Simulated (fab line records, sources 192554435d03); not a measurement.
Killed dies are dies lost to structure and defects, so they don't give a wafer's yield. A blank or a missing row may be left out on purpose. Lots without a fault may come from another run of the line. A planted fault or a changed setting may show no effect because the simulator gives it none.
fab line records | flow n5_finfet
record lots=10 wafers=30 last_day=18
route steps=1938 shown BEOL_M4@1111 BEOL_M11@1570 PASSIVATION@1936
lots that met no fault: from a run of the same line without faults
start_h: hours from the record's first day to the start of the lot's first wafer shown | wait_h: hours since the lot's step before | " the same as in the row above | L1.1+2: a row that stands for several wafers | - no value, or no start given | * or withheld: withheld | < > ~ a bound
route shown NAME@n: a module of which the file shows steps, and the number in the route of the first | usual: mean/standard deviation of fault-free wafers | same: alike in all rows | chamber/n: place in a boat | sites: the reading at each site | _std_site: their standard deviation | _edge_site: outer sites' mean less inner sites' | radius_mm: how far each site lies from the wafer's centre | mask NAME#n: copy n | behind: the tool/chamber that last shaped the wafer | hold: why the lot was held/for how many hours/how that ended | device: the transistor (n, p or np) that didn't switch | end of line: the same wafers' tests at the end of the route | a step without rows: its recipe alone | killed: dies lost to structure and defects at the first sort, not the wafer's yield | map: a wafer's dies, x killed, . not, _ none there
set.NAME: the setting as run; set.NAME@STEP: as run at that earlier step | model.NAME: the simulator's own value behind a step, which no gauge read
steps of the route over a sample of lots; a table a step, a row a wafer
services: from which hour (start_h, from the record's first day; less than 0 if before it) a tool's chamber was out of use, for how many hours, and why
## steps
# step N5_BEOL_M4_RC_MEAS_101
# usual DIBL_N=36.1/1.7 DIBL_P=35.9/2.1 IOFF_N=0.154/0.029 IOFF_P=0.21/0.035 ION_N=673/10 ION_P=463/7.5 SS_N=71.6/0.59 SS_P=73.2/0.69 VT_N=250.5/2.9 VT_P=-250/3.2
# columns lot.wafer tool chamber start_h wait_h DIBL_N[mV/V] DIBL_P[mV/V] IOFF_N[nA/um] IOFF_P[nA/um] ION_N[uA/um] ION_P[uA/um] SS_N[mV/dec] SS_P[mV/dec] VT_N[mV] VT_P[mV]
L305.2 prober-01 0 196.40 0.2 35.0 35.2 0.160 0.23 683 467 70.9 73.1 246.9 -249
L305.3 " 0 " " 36.1 37.3 0.185 0.26 693 474 71.6 73.2 248.3 -245
L305.6 " 0 " " 37.3 37.2 0.194 0.26 682 469 71.8 73.5 245.2 -247
L306.1 prober-01 0 199.89 0.0 36.0 36.4 0.148 0.21 673 468 71.7 73.7 253.1 -250
L306.2 " 0 " " 36.3 36.3 0.160 0.22 675 465 70.9 73.5 252.2 -247
L306.4 " 0 " " 38.3 39.3 0.189 0.27 690 474 71.7 74.4 247.2 -246
L309.2 prober-01 0 207.37 0.2 36.4 37.0 0.176 0.25 679 468 71.1 73.8 247.4 -247
L309.4 " 0 " " 33.6 34.0 0.135 0.20 673 466 70.8 72.3 251.4 -248
L309.5 " 0 " " 34.9 35.1 0.156 0.22 679 468 71.6 73.7 251.6 -248
L314.3 prober-02 0 255.97 0.3 33.6 33.4 0.137 0.19 669 463 71.1 73.1 251.4 -253
L314.5 " 0 " " 33.6 33.1 0.119 0.18 661 460 71.2 72.8 252.9 -253
L314.6 " 0 " " 34.8 33.9 0.134 0.18 667 459 70.8 73.3 253.3 -252
L318.1 prober-01 0 279.59 0.0 35.5 36.0 0.133 0.21 670 466 71.0 73.6 254.2 -249
L318.2 " 0 " " 35.6 37.0 0.142 0.23 665 469 70.6 73.3 249.0 -248
L318.4 " 0 " " 34.0 34.9 0.113 0.19 665 466 71.3 72.9 253.2 -248
L323.1 prober-02 0 302.65 0.0 34.0 33.3 0.125 0.19 672 465 71.2 71.5 253.6 -254
L323.5 " 0 " " 32.3 32.1 0.120 0.19 676 475 70.9 72.4 250.4 -252
L323.6 " 0 " " 35.7 34.5 0.151 0.21 667 464 71.7 72.7 248.6 -251
L324.3 prober-02 0 306.34 0.3 36.1 34.5 0.143 0.21 668 466 70.9 72.8 252.3 -247
L324.4 " 0 " " 36.5 35.5 0.158 0.22 676 468 71.9 72.2 247.6 -249
L324.5 " 0 " " 35.0 33.4 0.135 0.19 677 474 71.2 72.3 251.1 -250
L322.1 prober-02 0 319.23 0.0 35.9 35.2 0.152 0.19 674 460 72.0 72.5 250.7 -249
L322.4 " 0 " " 36.0 34.9 0.143 0.19 679 467 72.0 72.0 252.1 -254
L322.6 " 0 " " 33.0 30.4 0.097 0.14 644 442 71.3 71.1 255.1 -257
L325.1 prober-01 0 321.65 0.0 36.1 37.7 0.164 0.21 686 467 72.1 73.4 250.2 -251
L325.3 " 0 " " 35.4 35.9 0.149 0.18 672 458 71.8 72.7 250.4 -250
L325.6 " 0 " " 36.3 37.1 0.156 0.19 677 461 71.9 72.5 249.8 -250
L326.1 prober-02 0 322.26 0.1 36.6 33.7 0.141 0.17 670 458 71.2 73.6 252.5 -254
L326.2 " 0 " " 36.2 33.5 0.131 0.17 669 457 70.7 72.3 253.5 -254
L326.4 " 0 " " 38.7 37.3 0.171 0.21 675 456 71.6 73.7 247.2 -250
# step N5_BEOL_M11_INSPECT_30
# recipe mode=adi inspect_instrument=brightfield
# usual raw_defect_count=394/97
# columns lot.wafer tool chamber start_h wait_h raw_defect_count
L305.2 defect_inspect-02 - 251.16 0.0 401
L305.3 " - " " 413
L305.6 " - " " 313
L306.1 defect_inspect-02 - 253.64 0.0 406
L306.2 " - " " 232
L306.4 " - " " 273
L309.2 defect_inspect-02 - 273.32 0.0 346
L309.4 " - " " 322
L309.5 " - " " 260
L314.3 defect_inspect-01 - 310.16 0.0 571
L314.5 " - " " 437
L314.6 " - " " 471
L318.1 defect_inspect-01 - 334.53 0.0 737
L318.2 " - " " 590
L318.4 " - " " 715
L323.1 defect_inspect-01 - 357.60 0.0 421
L323.5 " - " " 356
L323.6 " - " " 376
L324.3 defect_inspect-02 - 371.43 0.0 419
L324.4 " - " " 364
L324.5 " - " " 263
L322.1 defect_inspect-02 - 381.69 0.0 283
L322.4 " - " " 501
L322.6 " - " " 323
L326.1 defect_inspect-02 - 389.85 0.0 432
L326.2 " - " " 306
L326.4 " - " " 317
L325.1 defect_inspect-01 - 390.02 0.0 329
L325.3 " - " " 399
L325.6 " - " " 409
# step N5_BEOL_M11_ETCH_66
# recipe chemistry=N2/H2 target=SOC target_depth_a=1200 overetch_a=240 mask_material=SiARC temp_c=40 time_s=180 ion_energy_ev=200 pressure_mtorr=30 source_w=840 bias_w=150 n2_flow_sccm=200 h2_flow_sccm=200
# usual drypump_motor_current_A=5.7/0.39 oes_product_au=0.65/0.073 rf_vpp_V=524.8/2.2 showerhead_plenum_p_Torr=2.57/0.076 throttle_valve_pct=17.77/0.26
# columns lot.wafer tool chamber start_h wait_h drypump_motor_current_A oes_product_au rf_hours_counter_h rf_vpp_V showerhead_plenum_p_Torr throttle_valve_pct
L305.2 rie_diel-06 1 251.52 0.0 5.8 0.58 232 525.0 2.61 17.98
L305.3 " 2 " " 6.1 0.60 168 526.9 2.64 18.01
L305.6 " 0 " " 5.3 0.68 - 523.6 2.58 17.71
L306.1 rie_diel-06 2 253.76 0.0 6.1 0.60 170 526.7 2.64 18.01
L306.2 " 1 " " 5.8 0.58 233 526.4 2.61 17.96
L306.4 " 2 " " 6.1 0.59 - 524.9 2.64 18.00
L309.2 rie_diel-03 2 273.72 0.0 5.8 0.74 20 523.6 2.48 17.51
L309.4 " 1 " " 5.6 0.76 9 522.4 2.48 17.41
L309.5 " 3 " " 5.5 0.58 - 522.2 2.52 18.11
L314.3 rie_diel-03 0 310.41 0.0 5.3 0.61 187 528.1 2.64 17.97
L314.5 " 3 " " 5.6 0.57 - 523.2 2.52 18.13
L314.6 " 2 " " 5.8 0.72 - 522.8 2.47 17.54
L318.1 rie_diel-03 0 334.65 0.0 5.3 0.60 194 528.3 2.64 17.98
L318.2 " 3 " " 5.5 0.57 245 521.4 2.52 18.14
L318.4 " 2 " " 5.8 0.70 38 522.5 2.47 17.53
L323.1 rie_diel-03 2 358.92 0.0 5.8 0.70 41 522.5 2.47 17.55
L323.5 " 1 " " 5.5 0.72 - 523.0 2.47 17.43
L323.6 " 2 " " 5.8 0.71 - 521.5 2.47 17.54
L324.3 rie_diel-02 1 371.55 0.0 6.0 0.58 202 523.7 2.54 17.64
L324.4 " 3 " " 5.6 0.73 29 526.4 2.58 17.40
L324.5 " 2 " " 5.1 0.57 - 525.9 2.61 18.08
L322.1 rie_diel-02 3 381.81 0.0 5.6 0.73 33 525.0 2.58 17.42
L322.4 " 1 " " 6.1 0.58 205 524.4 2.54 17.63
L322.6 " 3 " " 5.6 0.72 - 525.8 2.58 17.40
L326.1 rie_diel-06 2 389.97 0.0 6.1 0.57 218 525.3 2.62 18.09
L326.2 " 3 " " 5.7 0.70 39 525.2 2.61 17.68
L326.4 " 0 " " 5.4 0.63 126 523.6 2.56 17.79
L325.1 rie_diel-02 1 390.17 0.0 6.0 0.58 208 524.0 2.54 17.66
L325.3 " 3 " " 5.6 0.72 35 524.0 2.58 17.42
L325.6 " 3 " " 5.6 0.73 - 524.6 2.58 17.42
# step N5_BEOL_M11_OCD_MEAS_38
# usual trench_depth_nm=149/3.1
# columns lot.wafer tool chamber start_h wait_h trench_depth_nm
L305.2 ocd-01 - 251.93 - 143
L305.3 " - " " 150
L305.6 " - " " 146
L306.1 ocd-01 - 254.17 - 151
L306.2 " - " " 143
L306.4 " - " " 149
L309.2 ocd-01 - 274.13 - 150
L309.4 " - " " 148
L309.5 " - " " 149
L314.3 ocd-02 - 310.82 - 146
L314.5 " - " " 148
L314.6 " - " " 150
L318.1 ocd-01 - 335.06 - 144
L318.2 " - " " 147
L318.4 " - " " 151
L323.1 ocd-01 - 359.33 - 149
L323.5 " - " " 147
L323.6 " - " " 150
L324.3 ocd-02 - 371.96 - 149
L324.4 " - " " 154
L324.5 " - " " 144
L322.1 ocd-01 - 382.22 - 152
L322.4 " - " " 148
L322.6 " - " " 153
L326.1 ocd-02 - 390.38 - 150
L326.2 " - " " 151
L326.4 " - " " 147
L325.1 ocd-01 - 390.58 - 150
L325.3 " - " " 154
L325.6 " - " " 153
# step N5_BEOL_M11_ALD_74
# recipe material=TaN target_thk_a=20 temp_c=275 ald_precursor_family=PDMAT ald_co_reactant=NH3 pressure_torr=3 carrier_flow_sccm=1500 pulse_time_s=2 purge_time_s=3 co_reactant_purge_time_s=2 co_reactant_pulse_time_s=3 ald_cycles=40 precursor_vessel_temp_c=75 precursor_vessel_pressure_torr=26.25 precursor_vessel_carrier_sccm=1000
# usual ald_cycles=40/0 chamber_pressure_Torr=3.000/0.0066 heater_power_w=427/33 mfc_carrier_sccm=1500/4.5
# columns lot.wafer tool chamber start_h wait_h ald_cycles chamber_pressure_Torr heater_power_w mfc_carrier_sccm
L305.2 ald_metal-03 3 252.71 0.1 40 3.007 408 1501
L305.3 " 0 " " 40 2.993 472 1503
L305.6 " 0 " " 40 2.984 465 1497
L306.1 ald_metal-04 3 255.60 0.3 40 3.001 403 1508
L306.2 " 2 " " 40 3.004 413 1497
L306.4 " 1 " " 40 2.994 479 1495
L309.2 ald_metal-03 1 275.30 0.0 40 2.993 386 1506
L309.4 " 0 " " 40 3.000 468 1494
L309.5 " 2 " " 40 3.008 401 1500
L314.3 ald_metal-01 1 314.45 0.0 40 3.003 482 1496
L314.5 " 1 " " 40 3.004 478 1499
L314.6 " 2 " " 40 2.994 432 1501
L318.1 ald_metal-03 2 336.32 0.2 40 2.998 397 1504
L318.2 " 0 " " 40 3.005 461 1499
L318.4 " 1 " " 40 2.994 390 1507
L323.1 ald_metal-01 3 362.66 0.3 - - - -
L323.5 " 3 " " - - - -
L323.6 " 1 " " - - - -
L324.3 ald_metal-01 0 373.16 0.2 40 2.986 418 1500
L324.4 " 1 " " 40 3.001 447 1504
L324.5 " 0 " " 40 3.014 418 1495
L322.1 ald_metal-01 0 384.68 0.0 - - - -
L322.4 " 2 " " - - - -
L322.6 " 3 " " - - - -
L326.1 ald_metal-04 3 391.05 0.0 40 3.009 408 1509
L326.2 " 2 " " 40 3.011 428 1500
L326.4 " 1 " " 40 3.000 484 1495
L325.1 ald_metal-01 2 391.21 0.0 40 2.999 442 1498
L325.3 " 3 " " 40 2.992 382 1502
L325.6 " 2 " " 40 2.994 433 1495
# step N5_PASSIVATION_PROBE_49
# usual defect_limited_yield=91.3/1.4 killed_at_M0_to_M3=34/9.2 killed_at_M4_up=13/5.3 killed_at_contacts=12/6 killed_at_front_end=39/12 killed_at_other=4/3.3 killed_dies=102/17 killed_on_rim=13/3.9 killed_open=67/12 killed_short=34/7.4 sort_bin_4_leakage=0.00/0.014 sort_bin_5_function=5.1/1 sort_bin_6_memory=3.2/0.6 sort_n_pass=1078/17 sort_yield_pct=91.3/1.4
# same gross_dies=1180 killed_at_back_side=0 sort_bin_8_speed[%]=0
# columns lot.wafer tool chamber start_h wait_h defect_limited_yield[%] killed_at_M0_to_M3 killed_at_M4_up killed_at_contacts killed_at_front_end killed_at_other killed_dies killed_on_rim killed_open killed_short sort_bin_4_leakage[%] sort_bin_5_function[%] sort_bin_6_memory[%] sort_n_pass sort_yield_pct[%]
L305.2 prober-02 - 291.35 0.1 90.3 54 10 10 36 5 115 10 70 42 0 6.5 3.0 1065 90.3
L305.3 prober-02 - 291.40 0.1 90.8 43 14 18 27 7 109 15 68 39 0 4.5 4.4 1071 90.8
L305.6 prober-02 - 291.55 0.3 93.1 28 12 12 21 8 81 8 54 24 0 4.1 2.5 1099 93.1
L306.1 prober-02 - 298.30 0.0 90.9 36 22 12 34 3 107 14 71 31 0 4.9 3.3 1073 90.9
L306.2 prober-02 - 298.35 0.1 92.5 40 9 12 27 0 88 14 51 37 0 4.8 2.4 1092 92.5
L306.4 prober-02 - 298.45 0.2 91.8 47 9 7 30 4 97 13 61 35 0 4.1 3.5 1083 91.8
L309.2 prober-01 - 316.87 0.1 90.4 41 13 14 40 5 113 29 78 32 0 6.3 3.0 1067 90.4
L309.4 prober-01 - 316.97 0.2 92.1 34 12 3 44 0 93 16 67 26 0 4.9 2.8 1087 92.1
L309.5 prober-01 - 317.02 0.3 90.2 48 14 9 45 0 116 12 74 42 0 5.9 3.6 1064 90.2
L314.3 prober-01 - 362.25 0.1 93.0 31 8 15 20 9 83 9 57 25 0 4.6 2.2 1097 93.0
L314.5 prober-01 - 362.35 0.2 91.6 32 10 9 46 2 99 8 55 38 0 4.4 3.8 1081 91.6
L314.6 prober-01 - 362.40 0.3 89.5 45 13 11 48 7 124 15 81 40 0 5.7 4.5 1056 89.5
L318.1 prober-02 - 380.76 0.0 91.4 34 9 7 48 4 102 14 61 38 0 5.2 3.0 1078 91.4
L318.2 prober-02 - 380.81 0.1 89.7 36 27 9 47 2 121 16 72 47 0 5.8 3.9 1059 89.7
L318.4 prober-02 - 380.91 0.2 92.3 47 6 14 24 0 91 13 62 29 0 4.6 2.9 1089 92.3
L323.1 prober-01 - 411.35 0.0 0 32 1093 7 43 5 1180 152 68 38 90.76 5.7 3.1 0 0
L323.5 prober-01 - 411.55 0.2 0 37 1070 15 50 8 1180 152 71 52 89.49 4.7 5.2 0 0
L323.6 prober-01 - 411.60 0.3 0 29 1091 12 42 6 1180 152 73 27 91.36 5.4 3.1 0 0
L324.3 prober-02 - 415.11 0.1 90.8 30 15 15 48 1 109 14 77 30 0 5.3 3.6 1071 90.8
L324.4 prober-02 - 415.16 0.2 90.1 34 13 21 42 7 117 12 73 41 0 6.6 2.5 1063 90.1
L324.5 prober-02 - 415.21 0.2 90.7 20 14 10 65 1 110 12 73 37 0 5.9 3.1 1070 90.7
L322.1 prober-01 - 430.09 0.0 0 23 1099 12 46 0 1180 152 56 31 92.54 4.2 3.2 0 0
L322.4 prober-01 - 430.24 0.2 0 34 1085 4 56 1 1180 152 73 41 90.25 6.2 3.1 0 0
L322.6 prober-01 - 430.34 0.3 0 25 1071 6 69 9 1180 152 64 51 89.92 5.8 3.9 0 0
L326.1 prober-01 - 435.23 0.0 94.3 19 19 5 19 5 67 7 50 16 0 3.0 2.6 1113 94.3
L326.2 prober-01 - 435.28 0.1 91.3 42 19 7 32 3 103 13 83 20 0 5.9 2.6 1077 91.3
L326.4 prober-01 - 435.38 0.2 91.5 41 18 6 29 6 100 10 64 35 0 4.8 3.4 1080 91.5
L325.1 prober-01 - 443.16 0.0 89.9 40 9 9 53 8 119 13 80 39 0 5.3 4.7 1061 89.9
L325.3 prober-01 - 443.26 0.1 91.7 38 8 6 38 8 98 15 59 39 0 5.1 3.0 1082 91.7
L325.6 prober-01 - 443.41 0.3 93.9 19 12 13 27 1 72 6 45 26 0 3.0 2.9 1108 93.9
# killed by level:class
L305.2 BEOL_M0_SAQP:geometric_particle:open=24 BEOL_M0_SAQP:geometric_particle:short=20 MOL_CONTACT_COAG:geometric_particle:open=8 FIN_SAQP:geometric_particle:short=6 STI_FIN_REVEAL:geometric_particle:open=6 FIN_SAQP:geometric_particle:open=5 BEOL_M3:geometric_particle:open=4 ILD0:geometric_particle:short=3
L305.3 BEOL_M0_SAQP:geometric_particle:short=16 MOL_CONTACT_COAG:geometric_particle:open=14 BEOL_M0_SAQP:geometric_particle:open=11 BEOL_M4:geometric_particle:open=7 BEOL_M2:geometric_particle:open=6 BEOL_M1:geometric_particle:open=5 FIN_SAQP:geometric_particle:short=4 STI_FIN_REVEAL:geometric_particle:open=3
L305.6 MOL_CONTACT_COAG:geometric_particle:open=11 BEOL_M0_SAQP:geometric_particle:short=7 STI_FIN_REVEAL:geometric_particle:open=6 BEOL_M0_SAQP:geometric_particle:open=6 BEOL_M2:geometric_particle:open=6 BEOL_M5:geometric_particle:open=4 DUMMY_GATE:geometric_particle:open=3 BEOL_M1:geometric_particle:open=3
L306.1 MOL_CONTACT_COAG:geometric_particle:open=10 BEOL_M0_SAQP:geometric_particle:short=10 STI_FIN_REVEAL:geometric_particle:open=7 BEOL_M4:geometric_particle:open=7 BEOL_M0_SAQP:geometric_particle:open=7 BEOL_M6:geometric_particle:open=7 BEOL_M1:geometric_particle:open=6 FIN_SAQP:geometric_particle:short=4
L306.2 BEOL_M0_SAQP:geometric_particle:short=16 MOL_CONTACT_COAG:geometric_particle:open=11 BEOL_M0_SAQP:geometric_particle:open=11 FIN_SAQP:geometric_particle:short=8 FIN_SAQP:geometric_particle:open=7 BEOL_M4:geometric_particle:open=5 BEOL_M1:geometric_particle:open=4 BEOL_M2:geometric_particle:open=4
L306.4 BEOL_M0_SAQP:geometric_particle:open=16 BEOL_M0_SAQP:geometric_particle:short=12 STI_FIN_REVEAL:geometric_particle:open=10 BEOL_M1:geometric_particle:open=9 FIN_SAQP:geometric_particle:short=7 MOL_CONTACT_COAG:geometric_particle:open=6 BEOL_M3:geometric_particle:open=4 BEOL_M4:geometric_particle:open=4
L309.2 MOL_CONTACT_COAG:geometric_particle:open=13 STI_FIN_REVEAL:geometric_particle:open=11 BEOL_M2:geometric_particle:open=9 BEOL_M0_SAQP:geometric_particle:open=8 BEOL_M2:geometric_particle:short=6 BEOL_M0_SAQP:geometric_particle:short=5 BEOL_M3:geometric_particle:open=5 BEOL_M4:geometric_particle:open=5
L309.4 STI_FIN_REVEAL:geometric_particle:open=19 BEOL_M0_SAQP:geometric_particle:open=8 BEOL_M2:geometric_particle:open=8 BEOL_M0_SAQP:geometric_particle:short=6 FIN_SAQP:geometric_particle:open=4 FIN_SAQP:geometric_particle:short=4 BEOL_M8:geometric_particle:open=4 DUMMY_GATE:geometric_particle:short=3
L309.5 STI_FIN_REVEAL:geometric_particle:open=22 BEOL_M0_SAQP:geometric_particle:short=18 BEOL_M0_SAQP:geometric_particle:open=10 MOL_CONTACT_COAG:geometric_particle:open=7 BEOL_M1:geometric_particle:open=7 STI_FIN_REVEAL:geometric_particle:short=5 BEOL_M3:geometric_particle:open=4 GATE_CUT:geometric_particle:short=4
L314.3 MOL_CONTACT_COAG:geometric_particle:open=11 BEOL_M1:geometric_particle:open=8 BEOL_M2:geometric_particle:open=8 DUMMY_GATE:geometric_particle:open=5 GATE_CUT:geometric_particle:short=5 BEOL_M0_SAQP:geometric_particle:short=5 PASS1_DEP:geometric_particle:open=5 MOL_CONTACT_COAG:geometric_particle:short=4
L314.5 BEOL_M0_SAQP:geometric_particle:short=11 BEOL_M1:geometric_particle:open=10 STI_FIN_REVEAL:geometric_particle:open=8 FIN_SAQP:geometric_particle:short=6 FIN_SAQP:geometric_particle:open=6 GATE_CUT:geometric_particle:open=5 MOL_CONTACT_COAG:geometric_particle:open=5 DUMMY_GATE:geometric_particle:open=4
L314.6 BEOL_M1:geometric_particle:open=17 FIN_SAQP:geometric_particle:short=10 FIN_SAQP:geometric_particle:open=10 GATE_CUT:geometric_particle:open=8 BEOL_M0_SAQP:geometric_particle:open=8 BEOL_M4:geometric_particle:open=7 MOL_CONTACT_COAG:geometric_particle:open=6 MOL_CONTACT_COAG:geometric_particle:short=5
L318.1 FIN_SAQP:geometric_particle:open=14 FIN_SAQP:geometric_particle:short=11 DUMMY_GATE:geometric_particle:open=8 BEOL_M3:geometric_particle:open=8 MOL_CONTACT_COAG:geometric_particle:open=6 BEOL_M0_SAQP:geometric_particle:open=5 BEOL_M0_SAQP:geometric_particle:short=4 BEOL_M1:geometric_particle:short=4
L318.2 BEOL_M4:geometric_particle:open=14 FIN_SAQP:geometric_particle:open=13 BEOL_M0_SAQP:geometric_particle:short=10 FIN_SAQP:geometric_particle:short=9 BEOL_M0_SAQP:geometric_particle:open=8 BEOL_M1:geometric_particle:open=6 BEOL_M1:geometric_particle:short=6 BEOL_M4:geometric_particle:short=6
L318.4 BEOL_M1:geometric_particle:short=15 MOL_CONTACT_COAG:geometric_particle:open=12 BEOL_M2:geometric_particle:open=12 BEOL_M3:geometric_particle:open=9 STI_FIN_REVEAL:geometric_particle:open=6 DUMMY_GATE:geometric_particle:open=6 BEOL_M0:geometric_particle:open=5 FIN_SAQP:geometric_particle:open=4
L323.1 BEOL_M11:area_ald=1071 FIN_SAQP:geometric_particle:open=8 STI_FIN_REVEAL:geometric_particle:open=8 BEOL_M0_SAQP:geometric_particle:short=8 BEOL_M4:geometric_particle:open=8 DUMMY_GATE:geometric_particle:open=7 GATE_CUT:geometric_particle:short=7 MOL_CONTACT_COAG:geometric_particle:open=5
L323.5 BEOL_M11:area_ald=1055 FIN_SAQP:geometric_particle:open=10 FIN_SAQP:geometric_particle:short=10 MOL_CONTACT_COAG:geometric_particle:open=9 BEOL_M0_SAQP:geometric_particle:short=9 BEOL_M0_SAQP:geometric_particle:open=7 BEOL_M1:geometric_particle:open=6 BEOL_M3:geometric_particle:open=6
L323.6 BEOL_M11:area_ald=1077 FIN_SAQP:geometric_particle:open=20 MOL_CONTACT_COAG:geometric_particle:open=9 BEOL_M3:geometric_particle:open=9 BEOL_M4:geometric_particle:open=8 BEOL_M0_SAQP:geometric_particle:open=8 BEOL_M0_SAQP:geometric_particle:short=8 FIN_SAQP:geometric_particle:short=5
L324.3 STI_FIN_REVEAL:geometric_particle:open=15 BEOL_M2:geometric_particle:open=13 MOL_CONTACT_COAG:geometric_particle:open=11 FIN_SAQP:geometric_particle:short=8 BEOL_M4:geometric_particle:open=7 FIN_SAQP:geometric_particle:open=6 BEOL_M0_SAQP:geometric_particle:short=6 BEOL_M0_SAQP:geometric_particle:open=5
L324.4 MOL_CONTACT_COAG:geometric_particle:open=18 FIN_SAQP:geometric_particle:short=10 BEOL_M0_SAQP:geometric_particle:short=9 BEOL_M0_SAQP:geometric_particle:open=8 BEOL_M2:geometric_particle:open=7 STI_FIN_REVEAL:geometric_particle:open=6 FIN_SAQP:geometric_particle:open=5 BEOL_M3:geometric_particle:open=5
L324.5 FIN_SAQP:geometric_particle:open=16 FIN_SAQP:geometric_particle:short=14 STI_FIN_REVEAL:geometric_particle:open=10 MOL_CONTACT_COAG:geometric_particle:open=7 BEOL_M3:geometric_particle:open=7 BEOL_M4:geometric_particle:open=6 DUMMY_GATE:geometric_particle:open=5 GATE_CUT:geometric_particle:short=5
L322.1 BEOL_M11:area_ald=1091 FIN_SAQP:geometric_particle:open=13 MOL_CONTACT_COAG:geometric_particle:open=10 FIN_SAQP:geometric_particle:short=8 STARTING-WAFER:geometric_particle:open=6 BEOL_M0_SAQP:geometric_particle:short=6 GATE_CUT:geometric_particle:short=5 ILD0:geometric_particle:open=4
L322.4 BEOL_M11:area_ald=1065 FIN_SAQP:geometric_particle:open=12 FIN_SAQP:geometric_particle:short=12 BEOL_M0_SAQP:geometric_particle:short=11 BEOL_M4:geometric_particle:open=10 STI_FIN_REVEAL:geometric_particle:open=8 GATE_CUT:geometric_particle:short=8 BEOL_M1:geometric_particle:open=7
L322.6 BEOL_M11:area_ald=1060 FIN_SAQP:geometric_particle:short=15 STI_FIN_REVEAL:geometric_particle:open=13 GATE_CUT:geometric_particle:short=11 FIN_SAQP:geometric_particle:open=9 BEOL_M0_SAQP:geometric_particle:open=7 BEOL_M3:geometric_particle:open=6 ILD0:geometric_particle:short=5
L326.1 BEOL_M4:geometric_particle:open=11 STI_FIN_REVEAL:geometric_particle:open=7 BEOL_M3:geometric_particle:open=6 DUMMY_GATE:geometric_particle:open=4 MOL_CONTACT_COAG:geometric_particle:open=4 BEOL_M0_SAQP:geometric_particle:short=3 BEOL_M1:geometric_particle:short=3 BEOL_M2:geometric_particle:open=3
L326.2 BEOL_M3:geometric_particle:open=14 STI_FIN_REVEAL:geometric_particle:open=11 BEOL_M4:geometric_particle:open=11 BEOL_M2:geometric_particle:open=9 FIN_SAQP:geometric_particle:open=8 MOL_CONTACT_COAG:geometric_particle:open=7 BEOL_M0_SAQP:geometric_particle:short=5 BEOL_M6:geometric_particle:open=4
L326.4 BEOL_M0_SAQP:geometric_particle:open=11 BEOL_M2:geometric_particle:open=10 BEOL_M0_SAQP:geometric_particle:short=10 STI_FIN_REVEAL:geometric_particle:open=5 BEOL_M1:geometric_particle:open=5 BEOL_M4:geometric_particle:open=5 DUMMY_GATE:geometric_particle:open=4 ILD0:geometric_particle:short=4
L325.1 FIN_SAQP:geometric_particle:open=20 STI_FIN_REVEAL:geometric_particle:open=13 BEOL_M3:geometric_particle:open=10 BEOL_M0_SAQP:geometric_particle:short=9 MOL_CONTACT_COAG:geometric_particle:open=8 BEOL_M0_SAQP:geometric_particle:open=8 GATE_CUT:geometric_particle:short=5 BEOL_M3:geometric_particle:short=5
L325.3 BEOL_M0_SAQP:geometric_particle:short=10 FIN_SAQP:geometric_particle:short=9 FIN_SAQP:geometric_particle:open=8 BEOL_M0_SAQP:geometric_particle:open=7 BEOL_M3:geometric_particle:open=7 STI_FIN_REVEAL:geometric_particle:open=5 MOL_CONTACT_COAG:geometric_particle:open=5 BEOL_M1:geometric_particle:open=5
L325.6 MOL_CONTACT_COAG:geometric_particle:open=10 FIN_SAQP:geometric_particle:short=8 FIN_SAQP:geometric_particle:open=7 BEOL_M5:geometric_particle:open=4 STI_FIN_REVEAL:geometric_particle:open=3 MOL_CONTACT_COAG:geometric_particle:short=3 BEOL_M0:geometric_particle:open=3 BEOL_M1:geometric_particle:short=3
## services
# columns tool chamber start_h hours kind
ald_metal-01 - 255.14 8.7 pm
ald_metal-03 0 306.08 26.6 repair
ald_metal-01 3 306.39 9.4 repair
rie_diel-02 - 315.59 2.8 pm
ald_metal-03 - 327.47 2.3 repair
ald_metal-01 - 337.25 14.0 pm
ald_metal-01 0 337.25 14.0 vent_cycle
ald_metal-01 1 337.25 14.0 vent_cycle
ald_metal-01 2 337.25 14.0 vent_cycle
ald_metal-01 3 337.25 14.0 vent_cycle
rie_diel-03 - 343.13 14.6 pm
ald_metal-01 0 351.25 - clean
ald_metal-01 1 351.25 - clean
ald_metal-01 2 351.25 - clean
ald_metal-01 3 351.25 - clean
rie_diel-06 1 352.47 9.0 repair
ald_metal-01 2 358.27 21.7 repair
ald_metal-04 1 363.04 4.1 repair
rie_diel-03 3 364.27 - clean
rie_diel-03 3 364.27 - consumable_replace:esc
rie_diel-03 3 364.27 - consumable_replace:focus_ring
ald_metal-01 3 368.29 9.6 repair
ald_metal-03 - 368.48 6.0 pm
rie_diel-03 1 388.84 3.2 repair
## key
first_sign step=N5_BEOL_M11_ALD_74 reading=tool_record direction=missing
effect step=N5_PASSIVATION_PROBE_49 reading=sort_bin_4_leakage direction=up sigmas=99+ usual=0.00 struck=90.72
more_kills_born_at N5_BEOL_M11_ALD_74@ald_metal-01=6423
met_at N5_BEOL_M11_ALD_74
struck_lots L322,L323
later_rows_left_out L322.1,L322.4,L322.6,L323.1,L323.5,L323.6
not_acting_at N5_BEOL_M11_INSPECT_30,N5_BEOL_M11_ETCH_66,N5_BEOL_M11_OCD_MEAS_38
onset_between 314.45 362.66
fault kind=skipped_step_whole tool=ald_metal-01 chamber=- onset_h=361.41 steps=N5_BEOL_M11_ALD_74 scope=struck_lots_only
# later_rows_left_out: the simulator's readings of these wafers behind a module that went badly wrong aren't trusted and aren't shown, but for the sort
